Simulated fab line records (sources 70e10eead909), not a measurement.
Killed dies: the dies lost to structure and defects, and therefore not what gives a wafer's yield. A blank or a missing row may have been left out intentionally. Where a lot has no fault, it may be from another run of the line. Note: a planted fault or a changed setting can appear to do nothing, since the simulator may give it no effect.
fab line records	flow nandHarc
[record] lots = 7	wafers = 20	lastDay = 33
route steps=1302 shown A_WL_FILL@956 END@1302
lots with no fault: from the same line, run without faults
startH: the number of hours between the record's first day and the start of the first shown wafer of the lot	waitH: hours elapsed since this lot's preceding step	" repeats the value in the row above	L1.1+2: one row covering several wafers at once	- no value, or no start was given	* or withheld: withheld	< > ~ a bound
route shown NAME@n: a module of which the file shows steps, and the number in the route of the first	usual: the fault-free wafers' mean and standard deviation	same: alike in all rows	chamber/n: place in a boat	sites: per-site readings	_std_site: the values' standard deviation	_edge_site: inner sites' mean taken away from outer sites' mean	radiusMm: for every site, how far away it sits from the centre of the wafer	mask NAME#n: copy n	behind: the tool/chamber that last shaped the wafer	hold: why the lot went on hold/how many hours it stayed there/how the hold came to an end	device: names the non-switching transistor (n, p or np)	end of line: tests of these same wafers at the route's end	a step with no rows: only its recipe	killed: count of dies lost to structure and defects at first sort (not the wafer's yield)	map: the dies of a wafer, with x for killed, . for not killed, _ for no die there
set.NAME: the setting that was run; set.NAME@STEP: the one run at that earlier step	model.NAME: the simulator's own value behind a step, which no gauge read
lots at some steps of the route; a table a step, a row a wafer
services: when a tool's chamber went out of use (startH, in hours from the record's first day, below 0 if earlier), for how many hours, and the reason
[[steps]]
[step NHARC_A_WL_FILL_CVD_03]
[recipe] targetThkA = 400	tempC = 300	pressureTorr = 40	wf6FlowSccm = 40	h2FlowSccm = 1600	arFlowSccm = 1560	timeS = 279	material = W
[usual] heaterPowerW = 430/16	throttleValvePct = 7.9/0.32
lot.wafer	tool	chamber	startH	waitH	heaterPowerW	sinceWetCleanH	throttleValvePct
L552.2	cvdW-01	0	507.48	0.1	438	129	8.1
L552.4	"	0	"	"	423	-	7.9
L552.5	"	0	"	"	433	-	7.8
L557.2	cvdW-02	1	561.94	0.1	421	99	7.7
L557.1	"	0	"	"	420	99	7.8
L557.4	"	0	"	"	411	-	7.6
L559.1	cvdW-01	0	570.25	0.1	431	10	8.1
L559.6	"	1	"	"	456	-	8.3
L558.1	cvdW-01	0	572.68	0.1	441	13	8.1
L558.4	"	1	"	"	440	-	8.1
L558.5	"	0	"	"	443	-	8.4
L565.1	cvdW-01	0	624.78	0.1	437	65	8.3
L565.3	"	1	"	"	446	-	8.2
L565.6	"	0	"	"	436	-	8.3
L568.4	cvdW-02	0	658.65	0.2	421	-	7.5
L568.5	"	1	"	"	442	-	7.9
L568.6	"	0	"	"	413	-	7.6
L569.2	cvdW-01	1	679.41	0.1	443	119	8.3
L569.6	"	0	"	"	440	-	8.5
L569.5	"	1	"	"	458	-	8.0
[step NHARC_A_WL_FILL_ETCHBACK_04]
[recipe] targetDepthA = 600	timeS = 120	chemistry = NF3
[step NHARC_A_WL_FILL_ETCHBACK_05]
[recipe] targetDepthA = 220	timeS = 60	tempC = 40	chemistry = Cl2/BCl3
[usual] drypumpMotorCurrentA = 5.3/0.34	oesProductAu = 1.001/0.0074	runLengthS = 81.24/0.28
lot.wafer	tool	chamber	startH	waitH	drypumpMotorCurrentA	oesProductAu	rfHoursCounterH	runLengthS
L552.2	rieMetal-02	0	508.10	0.2	4.7	1.009	1.1	81.76
L552.4	"	1	"	"	5.1	1.001	-	81.17
L552.5	"	0	"	"	4.6	0.992	-	81.72
L557.1	rieMetal-03	0	562.56	0.2	5.6	0.990	0.4	81.31
L557.2	"	1	"	"	5.2	0.989	0.4	81.01
L557.4	"	1	"	"	5.2	1.004	-	80.84
L559.1	rieMetal-02	1	570.83	0.2	5.1	0.993	2.1	81.20
L559.6	"	1	"	"	5.1	0.991	-	80.87
L558.1	rieMetal-01	0	573.30	0.2	5.2	1.005	2.7	81.23
L558.4	"	0	"	"	5.2	1.006	-	81.30
L558.5	"	1	"	"	5.6	1.013	-	81.43
L565.1	rieMetal-01	1	625.40	0.2	5.6	0.997	0.8	81.11
L565.3	"	1	"	"	5.7	0.998	-	81.61
L565.6	"	0	"	"	5.2	1.006	-	80.91
L568.4	rieMetal-01	1	659.13	0.1	5.7	1.010	-	81.23
L568.5	"	1	"	"	5.7	0.985	-	81.31
L568.6	"	0	"	"	5.2	0.998	-	81.41
L569.2	rieMetal-03	0	679.97	0.2	5.6	0.988	2.3	80.99
L569.5	"	0	"	"	5.6	1.002	-	80.93
L569.6	"	1	"	"	5.2	0.990	-	81.46
[step NHARC_A_WL_FILL_STRIP_27]
[recipe] powerW = 1500	tempC = 250	timeS = 20	chemistry = N2/H2
[step NHARC_A_WL_FILL_STRIP_28]
[recipe] timeS = 1200	tempC = 72.5	chemistry = postEtchResidueRemover
[step NHARC_A_WL_FILL_PRECLEAN_06]
[recipe] timeS = 300	chemistry = DIW
[step NHARC_A_WL_FILL_SRD_07]
[step NHARC_A_WL_FILL_ANNEAL_08]
[recipe] tempC = 450	timeS = 1800
[step NHARC_A_WL_FILL_ALD_10]
[recipe] targetThkA = 500	pulseTimeS = 10	aldCycles = 500	tempC = 300	material = SiO2
[usual] heaterPowerW = 475/54	precursorPulseHeightRel = 0.999/0.021
lot.wafer	tool	chamber	startH	waitH	heaterPowerW	precursorPulseHeightRel	sinceWetCleanH
L552.4	aldHk-03	3	515.27	1.1	398	1.064	112
L552.2	"	0	"	"	493	0.980	113
L552.5	"	1	"	"	542	1.002	-
L557.1	aldHk-04	2	568.09	0.1	503	0.997	126
L557.4	"	3	"	"	441	0.988	127
L557.2	"	1	569.65	1.6	441	0.966	128
L559.1	aldHk-04	3	579.55	1.6	442	1.023	138
L559.6	"	0	"	"	459	1.026	-
L558.4	aldHk-04	3	581.11	3.2	449	0.993	139
L558.1	"	1	582.13	4.2	445	0.991	140
L558.5	"	3	583.16	5.2	445	0.964	-
L565.1	aldHk-03	3	633.31	0.6	421	0.979	52
L565.3	"	0	"	"	501	1.023	53
L565.6	"	3	635.42	2.7	422	1.003	-
L568.4	aldHk-02	2	666.78	0.6	418	1.008	123
L568.6	"	1	668.31	2.1	434	0.986	-
L568.5	"	2	"	"	423	1.024	-
L569.2	aldHk-03	3	685.51	0.1	424	1.015	104
L569.6	"	3	687.58	2.1	417	0.992	-
L569.5	"	0	"	"	493	0.976	-
[step NHARC_A_WL_FILL_ETCHBACK_16]
[recipe] targetDepthA = 1200	timeS = 24	c4f8FlowSccm = withheld	o2FlowSccm = 8	arFlowSccm = withheld	rfW = 600	biasW = 800	chemistry = C4F8/O2/Ar
[usual] biasW = 799.9/2.4	oesProductAu = 0.97/0.035	rfVppV = 722/4.1	runLengthS = 45.1/0.42
lot.wafer	tool	chamber	startH	waitH	biasW	oesProductAu	rfHoursCounterH	rfVppV	runLengthS
L552.4	rieDiel-01	0	-	-	802.3	0.94	3.0	726	44.4
L552.2	"	2	"	"	800.4	0.94	3.1	717	44.7
L552.5	"	0	"	"	799.5	0.95	-	725	44.3
L557.4	rieDiel-10	3	-	-	801.4	1.02	8.7	719	45.1
L557.2	"	0	"	"	797.3	1.01	8.6	717	45.6
L557.1	"	2	"	"	803.1	1.00	8.4	725	44.9
L559.1	rieDiel-01	3	-	-	801.5	1.00	0.3	728	45.0
L559.6	"	1	"	"	801.1	1.01	-	720	45.4
L558.4	rieDiel-01	2	-	-	797.5	0.99	0.3	718	45.0
L558.1	"	3	"	"	796.7	0.99	0.3	728	45.3
L558.5	"	2	"	"	796.9	0.99	-	719	45.2
L565.1	rieDiel-10	0	-	-	801.7	1.00	1.0	717	45.6
L565.3	"	1	"	"	798.3	0.99	1.2	723	45.4
L565.6	"	1	"	"	796.7	0.99	-	724	45.5
L568.4	rieDiel-03	3	-	-	800.2	0.92	0.8	726	45.0
L568.6	"	3	"	"	798.6	0.93	-	725	44.5
L568.5	"	0	"	"	804.1	0.92	-	717	45.4
L569.2	rieDiel-01	3	-	-	794.4	0.92	3.6	728	45.8
L569.6	"	1	"	"	797.8	0.92	-	721	45.6
L569.5	"	2	"	"	796.3	0.93	-	719	44.7
[step NHARC_A_WL_FILL_STRIP_29]
[recipe] timeS = 20	o2FlowSccm = 500	arFlowSccm = 0	biasW = 0	chemistry = O2
[usual] drypumpMotorCurrentA = 5.7/0.35	oesProductAu = 0.999/0.0069	rfVppV = 57.7/0.87	showerheadPlenumPTorr = 3.51/0.13	throttleValvePct = 17.037/0.0094
[same] biasW = 0
lot.wafer	tool	chamber	startH	waitH	drypumpMotorCurrentA	oesProductAu	rfHoursCounterH	rfVppV	showerheadPlenumPTorr	throttleValvePct
L552.4	rieDiel-01	2	518.96	0.1	5.7	0.998	3.1	56.5	3.38	17.047
L552.2	"	1	"	"	5.0	0.989	2.8	58.4	3.47	17.036
L552.5	"	3	"	"	6.2	0.993	-	58.7	3.69	17.020
L557.4	rieDiel-10	0	572.85	0.1	5.3	1.002	8.6	57.1	3.33	17.020
L557.2	"	1	"	"	5.8	1.005	8.3	57.9	3.52	17.042
L557.1	"	2	"	"	5.7	0.994	8.4	57.3	3.58	17.034
L559.1	rieDiel-01	0	582.77	0.1	5.3	1.002	0.3	55.8	3.63	17.057
L559.6	"	1	"	"	5.0	0.996	-	57.6	3.47	17.037
L558.4	rieDiel-01	3	585.85	0.1	6.2	0.998	0.3	57.1	3.69	17.042
L558.1	"	1	"	"	5.0	1.002	0.4	57.5	3.47	17.036
L558.5	"	2	"	"	5.7	1.003	-	57.1	3.38	17.030
L565.1	rieDiel-10	3	637.59	0.1	6.0	0.997	1.0	57.1	3.38	17.035
L565.3	"	2	"	"	5.7	0.994	1.2	59.1	3.58	17.034
L565.6	"	3	"	"	6.0	1.007	-	55.8	3.38	17.022
L568.4	rieDiel-03	1	671.02	0.1	6.1	1.007	0.6	57.2	3.40	17.050
L568.5	"	1	"	"	6.1	0.999	-	57.2	3.40	17.040
L568.6	"	2	"	"	6.0	1.000	-	59.2	3.69	17.058
L569.2	rieDiel-01	0	690.27	0.1	5.4	1.005	3.4	57.7	3.63	17.046
L569.6	"	3	"	"	6.1	0.999	-	58.2	3.69	17.038
L569.5	"	0	"	"	5.3	0.996	-	57.1	3.63	17.042
[step NHARC_A_WL_FILL_ETCHBACK_17]
[recipe] targetDepthA = 40	timeS = 26.7	chemistry = Cl2/BCl3
[usual] drypumpMotorCurrentA = 5.3/0.33	oesProductAu = 1.000/0.0068	runLengthS = 47.9/0.34
lot.wafer	tool	chamber	startH	waitH	drypumpMotorCurrentA	oesProductAu	rfHoursCounterH	runLengthS
L552.2	rieMetal-02	0	519.05	-	4.6	1.008	1.2	48.3
L552.4	"	0	"	"	4.6	1.012	-	48.7
L552.5	"	0	"	"	4.6	1.008	-	48.4
L557.2	rieMetal-03	0	572.93	-	5.7	0.996	0.6	47.7
L557.1	"	1	"	"	5.2	1.006	0.6	39.8
L557.4	"	0	"	"	5.6	1.000	-	47.6
L559.1	rieMetal-03	1	582.87	-	5.2	0.992	0.7	39.7
L559.6	"	0	"	"	5.6	1.002	-	39.8
L558.1	rieMetal-03	0	585.95	-	5.6	0.996	0.7	40.1
L558.4	"	0	"	"	5.6	1.010	-	47.5
L558.5	"	0	"	"	5.6	1.006	-	47.7
L565.1	rieMetal-01	0	637.67	-	5.2	1.006	1.0	47.9
L565.3	"	0	"	"	5.2	0.999	-	47.6
L565.6	"	1	"	"	5.6	1.006	-	48.4
L568.4	rieMetal-03	1	671.16	-	5.2	1.003	-	48.0
L568.6	"	0	"	"	5.6	1.011	-	47.7
L568.5	"	1	"	"	5.2	0.997	-	47.5
L569.2	rieMetal-02	1	690.37	-	5.1	0.997	0.9	47.7
L569.5	"	0	"	"	4.7	1.015	-	49.0
L569.6	"	1	"	"	5.1	1.004	-	47.8
[step NHARC_A_WL_FILL_PRECLEAN_18]
[recipe] timeS = 30	chemistry = dHF
[step NHARC_END_SORT_01]
[recipe] tempC = 25
[usual] killedAtArray = 55/17	killedAtOther = 1.1/1.4	killedAtPeriphery = 3.9/3	killedDies = 59/17	killedOpen = 3.5/2	killedShort = 2.6/1.6
[same] grossDies = 677
lot.wafer	tool	chamber	startH	waitH	killedAtArray	killedAtOther	killedAtPeriphery	killedDies	killedOpen	killedShort
L565.1	prober-01	0	720.33	2.5	21	6	2	29	3	2
L565.3	prober-01	0	721.93	3.1	21	3	2	26	5	0
L565.6	prober-01	0	724.33	4.0	33	4	3	40	8	0
// killed by level:class
L565.1 A_CHANNEL_HOLE_D1:chamberFilmFlake=11 THIN_TSV:chamberFilmFlake=6 A_SLIT:chamberFilmFlake=2 A_CONTACT:chamberFilmFlake=2 P_CONTACT:geometricParticle:open=1 P_M0:geometricParticle:short=1 A_DECK1_JOINT:geometricParticle:open=1 A_CHANNEL_FILL_D2:geometricParticle:short=1
L565.3 A_CHANNEL_HOLE_D1:chamberFilmFlake=9 A_SLIT:chamberFilmFlake=3 THIN_TSV:chamberFilmFlake=3 A_WL_FILL:geometricParticle:open=2 A_CONTACT:chamberFilmFlake=2 P_M0:geometricParticle:open=1 P_M2:geometricParticle:open=1 A_STAIRCASE:geometricParticle:open=1
L565.6 A_CHANNEL_HOLE_D1:chamberFilmFlake=13 A_CONTACT:chamberFilmFlake=7 A_SLIT:chamberFilmFlake=6 THIN_TSV:chamberFilmFlake=4 A_M0:geometricParticle:open=3 P_CONTACT:geometricParticle:open=1 P_M0:geometricParticle:open=1 P_M2:geometricParticle:open=1
[[services]]
tool	chamber	startH	hours	kind
rieDiel-01	0	487.80	-	clean
rieDiel-01	0	501.21	8.1	repair
aldHk-03	-	507.27	0.9	repair
cvdW-02	-	508.39	1.4	repair
rieMetal-03	-	519.00	9.0	pm
aldHk-02	-	534.61	10.0	pm
rieMetal-02	-	540.19	0.1	repair
cvdW-01	-	547.00	13.0	pm
rieDiel-01	-	557.80	9.0	pm
aldHk-04	-	560.15	0.5	repair
aldHk-03	-	572.20	10.0	pm
rieDiel-03	1	573.52	8.2	repair
rieMetal-01	-	575.00	9.0	pm
rieDiel-10	-	596.70	9.0	pm
rieDiel-03	-	600.47	0.3	repair
rieMetal-02	-	608.44	0.5	repair
aldHk-04	-	611.05	10.0	pm
rieDiel-01	-	612.16	2.3	repair
rieMetal-01	1	618.89	2.2	repair
cvdW-02	-	627.90	1.6	repair
rieMetal-02	-	631.00	9.0	pm
cvdW-02	-	631.16	13.0	pm
rieDiel-03	-	635.30	9.0	pm
rieDiel-10	3	651.13	2.1	repair
[[key]]
[firstSign] step = NHARC_A_WL_FILL_ETCHBACK_17	reading = runLengthS	direction = down	sigmas = 24	usual = *	struck = *
effect none on later readings
metAt NHARC_A_WL_FILL_ETCHBACK_17
struckWafers L557.1,L558.1,L559.1,L559.6
testerLeftOut L557,L558,L559
[fault] kind = processParameterDrift	tool = rieMetal-03	chamber = -	onsetH = 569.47	steps = NHARC_A_WL_FILL_ETCHBACK_17	channel = timeS	offset = *	shape = step	endH = 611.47	scope = struckWafersOnly	actsIn = *	stated = *
// testerLeftOut: of these lots the tester's yield and bins aren't shown, on N5 and GAA mostly nor the transistor test; their killed dies are dies lost to structure and defects alone, not to doping, threshold or leakage, so they don't give the yield
